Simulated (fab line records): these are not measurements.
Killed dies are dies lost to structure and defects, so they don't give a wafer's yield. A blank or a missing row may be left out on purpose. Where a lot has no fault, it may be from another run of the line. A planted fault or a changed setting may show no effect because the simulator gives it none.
Which tool was responsible? | flow nand-harc | 48 wafers from 16 lots sampled at 4 of the route's 1159 steps

WHAT EACH GAUGE READ, for each wafer
NHARC_P_ZERO_WELL_CD_MEAS_24: target cd 720 nm. Usual: 721.1 nm for cd-nm, sd 1.7.
lot  | measured    | on        | cd-nm (nm)        | flag
L330 | day 1 14:34 | cd-sem-03 | 723.5 720.7 722.3 |
L331 | day 1 20:33 | cd-sem-02 | 722.4 722.8 723.1 |
L332 | day 2 02:20 | cd-sem-01 | 719.7 719.8 719.8 |
L333 | day 2 08:27 | cd-sem-03 | 721.3 720.3 724.3 |
L334 | day 2 14:38 | cd-sem-03 | 722.4 718.7 718.4 |
L337 | day 3 08:20 | cd-sem-01 | 720.0 722.3 720.3 |
L338 | day 3 14:28 | cd-sem-03 | 719.0 720.2 719.5 |
L339 | day 3 20:37 | cd-sem-03 | 719.0 719.6 719.4 |
L340 | day 4 02:20 | cd-sem-03 | 722.1 719.8 720.8 |
L341 | day 4 08:37 | cd-sem-02 | 724.7 722.3 723.7 |
L345 | day 5 08:29 | cd-sem-02 | 789.0 790.9 790.6 | OFF
L346 | day 5 14:28 | cd-sem-03 | 791.1 790.8 792.7 | OFF
L347 | day 5 20:38 | cd-sem-02 | 788.0 790.4 790.0 | OFF
L351 | day 6 20:28 | cd-sem-02 | 720.8 721.7 720.3 |
L352 | day 7 02:28 | cd-sem-03 | 792.0 793.0 789.3 | OFF
L353 | day 7 08:29 | cd-sem-03 | 722.8 724.4 722.3 |

WHICH TOOL RAN EACH LOT (tool, then ch and the chambers of the sampled wafers, then the start)
lot  | NHARC_P_ZERO_WELL_ETCH_62                    | NHARC_P_ZERO_WELL_ETCH_63       | NHARC_P_ZERO_WELL_EXPOSE_21
L330 | rie-diel-10 ch 0,1,2, day 1 13:39 or earlier | rie-si-01 ch 0,1,3, day 1 13:39 | krf-scanner-04 ch 0, day 1 14:25
L331 | rie-diel-10 ch 0,1, day 1 19:37 or earlier   | rie-si-01 ch 0,1,3, day 1 19:37 | krf-scanner-01 ch 0, day 1 20:23
L332 | rie-diel-06 ch 1,2, day 2 01:32 or earlier   | rie-si-05 ch 0,2, day 2 01:32   | krf-scanner-01 ch 0, day 2 02:11
L333 | rie-diel-06 ch 0,2,3, day 2 07:32 or earlier | rie-si-03 ch 1,2,3, day 2 07:32 | krf-scanner-02 ch 0, day 2 08:18
L334 | rie-diel-11 ch 2,3, day 2 13:43 or earlier   | rie-si-05 ch 1,2,3, day 2 13:43 | krf-scanner-01 ch 0, day 2 14:28
L337 | rie-diel-06 ch 1,2, day 3 07:32 or earlier   | rie-si-05 ch 2,3, day 3 07:32   | krf-scanner-01 ch 0, day 3 08:10
L338 | rie-diel-06 ch 0,2,3, day 3 13:39 or earlier | rie-si-05 ch 1,2,3, day 3 13:39 | krf-scanner-01 ch 0, day 3 14:18
L339 | rie-diel-10 ch 1,2,3, day 3 19:41 or earlier | rie-si-01 ch 1,2, day 3 19:41   | krf-scanner-02 ch 0, day 3 20:28
L340 | rie-diel-06 ch 0,1,2, day 4 01:32 or earlier | rie-si-05 ch 1,2,3, day 4 01:32 | krf-scanner-02 ch 0, day 4 02:11
L341 | rie-diel-11 ch 0,1,3, day 4 07:41 or earlier | rie-si-01 ch 0,1,3, day 4 07:41 | krf-scanner-04 ch 0, day 4 08:28
L345 | rie-diel-06 ch 2,3, day 5 07:34 or earlier   | rie-si-05 ch 1,2, day 5 07:34   | krf-scanner-04 ch 0, day 5 08:20
L346 | rie-diel-11 ch 2,3, day 5 13:41 or earlier   | rie-si-03 ch 0,1,2, day 5 13:41 | krf-scanner-04 ch 0, day 5 14:19
L347 | rie-diel-11 ch 0,1,3, day 5 19:49 or earlier | rie-si-01 ch 0,2,3, day 5 19:49 | krf-scanner-04 ch 0, day 5 20:29
L351 | rie-diel-06 ch 2,3, day 6 19:32 or earlier   | rie-si-03 ch 0,1, day 6 19:32   | krf-scanner-01 ch 0, day 6 20:19
L352 | rie-diel-11 ch 1,2, day 7 01:32 or earlier   | rie-si-03 ch 2,3, day 7 01:32   | krf-scanner-04 ch 0, day 7 02:19
L353 | rie-diel-10 ch 0,1,2, day 7 07:34 or earlier | rie-si-03 ch 0,1, day 7 07:34   | krf-scanner-02 ch 0, day 7 08:20
- NHARC_P_ZERO_WELL_ETCH_62: etches the open film in CHF3/Ar, target depth 13 nm, time 6.5 s.
- NHARC_P_ZERO_WELL_ETCH_63: etches the open film in HBr/Cl2, target depth 120 nm, time 40.1 s.
- NHARC_P_ZERO_WELL_EXPOSE_21: exposes mask P NWELL, target cd 720 nm.

AS READ BY THE TOOLS THEMSELVES (means over the sampled wafers that have a number; for cases with no such wafer, the mark the record gives instead)
NHARC_P_ZERO_WELL_ETCH_62. Usual: drypump-motor-current-A 5.7 A, standard deviation 0.44; oes-product-au 0.963 a.u., standard deviation 0.019; rf-fwd-power-W 488.0 W, standard deviation 1.9; rf-vpp-V 369.2 V, standard deviation 1.8; showerhead-plenum-p-Torr 2.28 Torr, standard deviation 0.072; throttle-valve-pct 20.217 %, standard deviation 0.0093.
lot  | tool        | drypump-motor-current-A (A) | oes-product-au (a.u.) | rf-fwd-power-W (W) | rf-vpp-V (V) | showerhead-plenum-p-Torr (Torr) | throttle-valve-pct (%) | flag
L330 | rie-diel-10 | 5.7                         | 0.961                 | 486.0              | 369.5        | 2.34                            | 20.222                 |
L331 | rie-diel-10 | 5.7                         | 0.957                 | 486.3              | 371.4        | 2.39                            | 20.209                 |
L332 | rie-diel-06 | 6.1                         | 0.966                 | 487.5              | 368.4        | 2.23                            | 20.223                 |
L333 | rie-diel-06 | 5.6                         | 0.977                 | 487.7              | 368.8        | 2.30                            | 20.207                 |
L334 | rie-diel-11 | 5.6                         | 0.965                 | 488.7              | 366.8        | 2.23                            | 20.216                 |
L337 | rie-diel-06 | 6.0                         | 0.981                 | 488.0              | 366.9        | 2.22                            | 20.221                 |
L338 | rie-diel-06 | 5.6                         | 0.982                 | 488.1              | 369.9        | 2.30                            | 20.215                 |
L339 | rie-diel-10 | 5.4                         | 0.975                 | 489.3              | 369.7        | 2.33                            | 20.217                 |
L340 | rie-diel-06 | 5.6                         | 0.970                 | 487.7              | 368.4        | 2.26                            | 20.224                 |
L341 | rie-diel-11 | 5.6                         | 0.968                 | 489.1              | 370.6        | 2.32                            | 20.221                 |
L345 | rie-diel-06 | 6.0                         | 0.961                 | 488.9              | 368.8        | 2.25                            | 20.218                 |
L346 | rie-diel-11 | 5.8                         | 0.949                 | 488.1              | 368.9        | 2.25                            | 20.233                 |
L347 | rie-diel-11 | 5.6                         | 0.967                 | 487.6              | 369.6        | 2.32                            | 20.220                 |
L351 | rie-diel-06 | 6.0                         | 0.971                 | 488.7              | 367.8        | 2.25                            | 20.220                 |
L352 | rie-diel-11 | 5.5                         | 0.925                 | 486.9              | 368.0        | 2.24                            | 20.205                 |
L353 | rie-diel-10 | 5.6                         | 0.973                 | 488.0              | 371.0        | 2.34                            | 20.218                 |

NHARC_P_ZERO_WELL_ETCH_63. Usual: drypump-motor-current-A 5.8 A, standard deviation 0.44; oes-product-au 0.994 a.u., standard deviation 0.011; rf-fwd-power-W 394.9 W, standard deviation 1.7; throttle-valve-pct 26.406 %, standard deviation 0.0087.
lot  | tool      | drypump-motor-current-A (A) | oes-product-au (a.u.) | rf-fwd-power-W (W) | throttle-valve-pct (%) | flag
L330 | rie-si-01 | 5.5                         | 1.000                 | 394.3              | 26.408                 |
L331 | rie-si-01 | 5.4                         | 1.009                 | 393.3              | 26.394                 |
L332 | rie-si-05 | 6.2                         | 0.992                 | 396.9              | 26.405                 |
L333 | rie-si-03 | 5.7                         | 0.995                 | 396.4              | 26.411                 |
L334 | rie-si-05 | 6.2                         | 0.989                 | 393.9              | 26.407                 |
L337 | rie-si-05 | 6.4                         | 0.992                 | 394.8              | 26.405                 |
L338 | rie-si-05 | 6.2                         | 0.993                 | 394.1              | 26.407                 |
L339 | rie-si-01 | 5.0                         | 1.007                 | 394.5              | 26.407                 |
L340 | rie-si-05 | 6.2                         | 1.002                 | 395.3              | 26.404                 |
L341 | rie-si-01 | 5.5                         | 1.001                 | 394.7              | 26.412                 |
L345 | rie-si-05 | 6.0                         | 0.995                 | 394.2              | 26.412                 |
L346 | rie-si-03 | 5.8                         | 0.992                 | 395.3              | 26.405                 |
L347 | rie-si-01 | 5.6                         | 0.997                 | 394.5              | 26.410                 |
L351 | rie-si-03 | 6.1                         | 0.995                 | 393.1              | 26.413                 |
L352 | rie-si-03 | 5.7                         | 0.997                 | 395.4              | 26.399                 |
L353 | rie-si-03 | 6.1                         | 0.996                 | 394.4              | 26.404                 |

NHARC_P_ZERO_WELL_EXPOSE_21. Usual: 22.309 for exposure-dose-mJ-cm2, sd 0.021.
lot  | tool           | exposure-dose-mJ-cm2 | flag
L330 | krf-scanner-04 | 22.300               |
L331 | krf-scanner-01 | 22.305               |
L332 | krf-scanner-01 | 22.325               |
L333 | krf-scanner-02 | 22.310               |
L334 | krf-scanner-01 | 22.328               |
L337 | krf-scanner-01 | 22.293               |
L338 | krf-scanner-01 | 22.316               |
L339 | krf-scanner-02 | 22.337               |
L340 | krf-scanner-02 | 22.297               |
L341 | krf-scanner-04 | 22.308               |
L345 | krf-scanner-04 | 33.592               | OFF
L346 | krf-scanner-04 | 33.588               | OFF
L347 | krf-scanner-04 | 33.562               | OFF
L351 | krf-scanner-01 | 22.290               |
L352 | krf-scanner-04 | 33.586               | OFF
L353 | krf-scanner-02 | 22.325               |

THE ANSWER, worked out from the rows above alone
Rule: a lot is off if the mean of its wafers that have a number lies more than 3 standard deviations from the usual mean. A lot without any number at a reading at which 4 lots or more have one is off too. The other lots that the step has rows for count as sound. First the gauges in route order, then the tools' own readings, where a lot's mean is used as printed above. The first step at which some lot is off is used, and at that step the reading that is off furthest; a lot without a number counts as furthest.
Off at NHARC_P_ZERO_WELL_CD_MEAS_24 (cd-nm): L345, L346, L347, L352.
A tool fits if, at a process step before that reading, it ran every lot that is off, and no sound lot after the first of them. Not tried: the gauges at NHARC_P_ZERO_WELL_CD_MEAS_24; whatever is off there is also off at NHARC_P_ZERO_WELL_EXPOSE_21, on other tools, and gauge error can't account for it. NHARC_P_ZERO_WELL_ETCH_62: start missing for some lots; hours and lot order therefore follow NHARC_P_ZERO_WELL_ETCH_63. One fits: krf-scanner-04 at NHARC_P_ZERO_WELL_EXPOSE_21. Its last sound lot is L341 (day 4 08:28), its first lot that is off L345 (day 5 08:20): a fault that began between those two fits.
The tool's own readings at NHARC_P_ZERO_WELL_EXPOSE_21 bear it out: on the lots that are off they differ by more than 5 times the standard deviation of the sound lots' means. exposure-dose-mJ-cm2 reads 33.582 there against 22.311 on the sound lots.

WHAT THE SIMULATOR PUT IN
Process parameter drift: krf-scanner-04, from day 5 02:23 on, at NHARC_P_ZERO_WELL_EXPOSE_21. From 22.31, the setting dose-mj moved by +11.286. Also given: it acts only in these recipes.
Lots struck among those shown: L345, L346, L347, L352. The same result came from the rule above.
